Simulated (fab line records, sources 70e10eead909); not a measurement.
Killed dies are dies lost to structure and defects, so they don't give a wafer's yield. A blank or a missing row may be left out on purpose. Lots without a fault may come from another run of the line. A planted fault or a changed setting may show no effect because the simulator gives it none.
fab line records | flow nand_harc
record lots=12 wafers=36 last_day=25
route steps=1159 shown P_M2@328
lots that met no fault: from a run of the same line without faults
start_h: hours from the record's first day to the start of the lot's first wafer shown | wait_h: hours since the lot's step before | " the same as in the row above | L1.1+2: a row that stands for several wafers | - no value, or no start given | * or withheld: withheld | < > ~ a bound
route shown NAME@n: a module of which the file shows steps, and the number in the route of the first | usual: mean/standard deviation of fault-free wafers | same: alike in all rows | chamber/n: place in a boat | sites: the reading at each site | _std_site: their standard deviation | _edge_site: outer sites' mean less inner sites' | radius_mm: how far each site lies from the wafer's centre | mask NAME#n: copy n | behind: the tool/chamber that last shaped the wafer | hold: why the lot was held/for how many hours/how that ended | device: the transistor (n, p or np) that didn't switch | end of line: the same wafers' tests at the end of the route | a step without rows: its recipe alone | killed: dies lost to structure and defects at the first sort, not the wafer's yield | map: a wafer's dies, x killed, . not, _ none there
set.NAME: the setting as run; set.NAME@STEP: as run at that earlier step | model.NAME: the simulator's own value behind a step, which no gauge read
steps of the route over a sample of lots; a table a step, a row a wafer
services: from which hour (start_h, from the record's first day; less than 0 if before it) a tool's chamber was out of use, for how many hours, and why
## steps
# step NHARC_P_M2_CD_MEAS_09
# recipe target_cd_nm=170 landing_energy_ev=500
# usual cd_nm=170.1/0.48
# columns lot.wafer tool chamber start_h wait_h cd_nm
L186.2 cd_sem-02 0 135.54 - 170.3
L186.5 " 0 " " 169.8
L186.6 " 0 " " 169.3
L185.2 cd_sem-03 0 141.06 - 169.8
L185.3 " 0 " " 170.2
L185.4 " 0 " " 169.9
L187.2 cd_sem-02 0 141.21 - 170.3
L187.3 " 0 " " 169.6
L187.5 " 0 " " 170.3
L188.2 cd_sem-03 0 142.12 - 169.5
L188.4 " 0 " " 170.4
L188.6 " 0 " " 170.2
L189.2 cd_sem-02 0 146.50 - 169.1
L189.3 " 0 " " 169.7
L189.4 " 0 " " 170.1
L190.1 cd_sem-02 0 147.02 - 169.9
L190.3 " 0 " " 170.0
L190.5 " 0 " " 169.1
L192.1 cd_sem-01 0 167.18 - 170.0
L192.3 " 0 " " 170.2
L192.5 " 0 " " 169.6
L201.3 cd_sem-01 0 230.74 - 169.5
L201.4 " 0 " " 170.1
L201.6 " 0 " " 169.9
L202.3 cd_sem-02 0 240.98 - 169.7
L202.5 " 0 " " 169.6
L202.6 " 0 " " 170.2
L204.2 cd_sem-03 0 242.32 - 170.3
L204.3 " 0 " " 170.7
L204.6 " 0 " " 170.0
L206.2 cd_sem-03 0 249.06 - 170.0
L206.3 " 0 " " 170.2
L206.6 " 0 " " 170.1
L208.2 cd_sem-03 0 256.38 - 169.7
L208.3 " 0 " " 169.5
L208.6 " 0 " " 170.3
# step NHARC_P_M2_DESCUM_14
# recipe time_s=3 o2_flow_sccm=200 ar_flow_sccm=0 bias_power_w=0 chemistry=O2
# usual drypump_motor_current_A=5.7/0.49 oes_product_au=0.999/0.0071 rf_vpp_V=57.8/0.91 showerhead_plenum_p_Torr=1.93/0.082 throttle_valve_pct=11.311/0.0095
# columns lot.wafer tool chamber start_h wait_h drypump_motor_current_A oes_product_au rf_hours_counter_h rf_vpp_V showerhead_plenum_p_Torr throttle_valve_pct
L186.2 rie_diel-07 2 135.73 0.1 5.4 1.011 2 58.0 2.01 11.304
L186.6 " 1 " " 4.9 1.006 - 57.8 1.84 11.312
L186.5 " 2 " " 5.4 1.008 - 58.8 2.01 11.299
L185.2 rie_diel-07 0 141.24 0.1 6.0 0.999 3 57.8 1.97 11.319
L185.3 " 1 " " 4.9 0.999 3 56.9 1.84 11.317
L185.4 " 2 " " 5.4 0.994 2 58.8 2.01 11.313
L187.3 rie_diel-07 0 141.39 0.1 6.0 1.008 3 56.9 1.97 11.309
L187.2 " 1 " " 4.9 1.018 3 57.4 1.84 11.318
L187.5 " 0 " " 6.0 1.017 - 59.2 1.97 11.297
L188.4 rie_diel-07 3 142.31 0.1 6.3 0.998 3 57.9 2.00 11.306
L188.2 " 1 " " 4.9 1.002 3 57.4 1.84 11.311
L188.6 " 2 " " 5.4 1.003 - 57.9 2.01 11.292
L189.3 rie_diel-02 0 146.69 0.1 6.0 0.994 22 56.1 1.89 11.328
L189.2 " 1 " " 6.2 1.002 34 58.8 2.03 11.319
L189.4 " 2 " " 6.0 1.003 30 57.9 1.86 11.299
L190.1 rie_diel-02 0 147.22 0.1 6.0 1.000 22 58.5 1.90 11.312
L190.3 " 3 " " 6.0 0.992 32 57.3 1.85 11.303
L190.5 " 1 " " 6.2 0.999 - 58.2 2.03 11.307
L192.1 rie_diel-07 1 167.37 0.1 4.9 0.999 4 58.7 1.83 11.318
L192.3 " 2 " " 5.4 0.998 3 57.8 2.01 11.307
L192.5 " 1 " " 4.9 0.998 - 57.7 1.84 11.306
L201.4 rie_diel-02 2 230.92 0.1 6.1 0.988 12 58.3 1.86 11.316
L201.3 " 1 " " 6.2 0.990 11 56.6 2.03 11.336
L201.6 " 3 " " 6.0 0.994 - 57.1 1.85 11.313
L202.3 rie_diel-07 3 241.18 0.1 6.3 0.991 0 57.1 2.00 11.313
L202.5 " 1 " " 4.9 0.997 - 58.1 1.83 11.331
L202.6 " 2 " " 5.4 1.000 - 57.9 2.01 11.311
L204.3 rie_diel-01 0 242.51 0.1 5.7 0.997 35 56.3 1.79 11.327
L204.2 " 1 " " 6.1 0.996 36 58.7 2.00 11.305
L204.6 " 0 " " 5.7 1.001 - 56.1 1.79 11.299
L206.2 rie_diel-07 3 249.25 0.1 6.3 1.010 1 57.8 2.00 11.323
L206.3 " 1 " " 4.9 0.997 1 57.7 1.83 11.302
L206.6 " 3 " " 6.3 1.001 - 58.7 2.00 11.316
L208.3 rie_diel-02 3 256.57 0.1 6.0 0.989 17 56.4 1.85 11.299
L208.2 " 2 " " 6.1 1.005 17 57.2 1.86 11.311
L208.6 " 2 " " 6.0 1.002 - 57.5 1.86 11.310
# step NHARC_P_M2_ECD_22
# recipe target_thk_a=4000 bath_temp_c=25 material=Cu
# columns lot.wafer tool chamber start_h wait_h
L186.2+6+5 ecd_cu-02 0,1,0 137.35 -
L185.2+4+3 ecd_cu-02 0,1,0 142.71 -
L187.2+3+5 ecd_cu-01 0,1,0 142.79 -
L188.2+4+6 ecd_cu-01 0,1,0 143.67 -
L189.2+3+4 ecd_cu-01 1,0,1 148.16 -
L190.1+3+5 ecd_cu-01 1,0,0 148.63 -
L192.1+3+5 ecd_cu-01 1,0,0 168.82 -
L201.4+3+6 ecd_cu-02 1,0,1 232.47 -
L202.3+5+6 ecd_cu-02 1,1,0 242.66 -
L204.2+3+6 ecd_cu-02 0 243.90 -
L206.2+3+6 ecd_cu-02 0 250.99 -
L208.2+3+6 ecd_cu-02 0 259.12 -
# step NHARC_P_M2_CMP_23
# recipe t_overpolish_s=20 target_thk_nm=144.3
# usual motor_current_A=12.6/1.2 slurry_flow_ml_min=150.0/0.47 time_to_endpoint_s=28.3/2.5
# columns lot.wafer tool chamber start_h wait_h motor_current_A slurry_flow_ml_min time_to_endpoint_s
L186.2 cmp-04 0 138.10 - 10.4 150.5 27.9
L186.5 " 1 " " 11.4 149.5 27.0
L186.6 " 2 " " 14.6 150.4 27.7
L185.3 cmp-02 0 143.39 - 13.0 150.4 28.1
L185.4 " 2 " " 14.2 150.3 26.2
L185.2 " 3 " " 13.1 150.3 28.4
L187.2 cmp-04 3 143.52 - 15.0 150.2 27.4
L187.3 " 1 " " 12.2 149.9 26.1
L187.5 " 0 " " 10.4 150.9 26.3
L188.2 cmp-01 1 144.45 - 12.4 149.4 29.4
L188.4 " 2 " " 11.2 149.6 25.2
L188.6 " 3 " " 13.1 150.3 28.6
L189.3 cmp-04 2 148.95 - 14.1 149.8 26.1
L189.4 " 3 " " 14.5 150.2 23.4
L189.2 " 0 " " 10.3 150.3 26.7
L190.3 cmp-02 3 149.42 - 13.0 149.7 29.2
L190.1 " 0 " " 12.5 150.0 28.7
L190.5 " 0 " " 13.1 150.2 25.1
L192.1 cmp-02 3 169.54 - 12.9 150.1 32.4
L192.3 " 0 " " 12.7 149.5 15.5
L192.5 " 1 " " 12.4 150.3 29.9
L201.3 cmp-04 2 233.10 - 14.8 149.9 21.4
L201.4 " 0 " " 9.9 150.2 23.7
L201.6 " 3 " " 15.0 149.6 24.8
L202.3 cmp-02 3 243.37 - 12.9 150.1 28.0
L202.6 " 0 " " 13.1 149.8 26.1
L202.5 " 1 " " 12.8 150.7 29.4
L204.3 cmp-02 2 244.66 - 13.0 150.4 27.9
L204.2 " 1 " " 11.5 149.9 31.1
L204.6 " 3 " " 13.2 150.6 32.4
L206.2 cmp-04 2 251.75 - 14.9 150.0 29.8
L206.3 " 0 " " 10.2 150.6 26.6
L206.6 " 2 " " 15.1 150.3 27.4
L208.2 cmp-02 1 259.87 - 12.9 149.6 32.9
L208.3 " 3 " " 13.3 150.2 33.2
L208.6 " 0 " " 12.5 150.1 31.6
## services
# columns tool chamber start_h hours kind
ecd_cu-01 - 112.32 0.4 repair
cmp-04 - 112.97 2.6 repair
rie_diel-01 2 113.03 9.2 repair
cmp-04 - 116.00 7.7 repair
rie_diel-02 1 118.07 3.5 repair
rie_diel-07 2 123.84 3.5 repair
ecd_cu-02 - 124.28 1.5 repair
cmp-02 - 135.02 4.0 pm
ecd_cu-01 - 136.00 2.6 repair
rie_diel-02 - 150.70 9.0 pm
ecd_cu-02 - 168.16 3.0 repair
ecd_cu-02 - 179.16 0.6 repair
ecd_cu-02 - 180.27 8.0 pm
cmp-02 - 186.99 0.6 repair
rie_diel-07 - 193.83 0.3 repair
cmp-04 - 204.92 4.0 pm
cmp-04 - 214.14 1.1 repair
rie_diel-07 3 227.31 9.4 repair
rie_diel-07 - 228.20 9.0 pm
cmp-02 - 233.02 4.0 pm
cmp-04 - 234.07 1.8 repair
cmp-02 - 239.02 0.4 repair
rie_diel-02 1 248.72 12.5 repair
ecd_cu-01 - 257.59 4.0 repair
## key
first_sign step=NHARC_P_M2_CMP_23 reading=time_to_endpoint_s direction=down sigmas=5.2 usual=* struck=*
effect none on later readings
met_at NHARC_P_M2_ECD_22
struck_lots L192
struck_wafers L192.3
later_rows_left_out L192.3
sort_left_out L192.3
not_acting_at NHARC_P_M2_CD_MEAS_09,NHARC_P_M2_DESCUM_14
onset_between 148.63 168.82
fault kind=process_parameter_drift tool=ecd_cu-01 chamber=- onset_h=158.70 steps=NHARC_P_M2_ECD_22 channel=target_thk_a offset=* shape=step end_h=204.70 scope=struck_wafers_only acts_in=* stated=*
# sort_left_out: the simulated sort isn't trusted on such a fault, so these wafers' sort isn't shown, and their yield isn't known
# later_rows_left_out: the simulator's readings of these wafers behind a module that went badly wrong aren't trusted and aren't shown, but for the sort
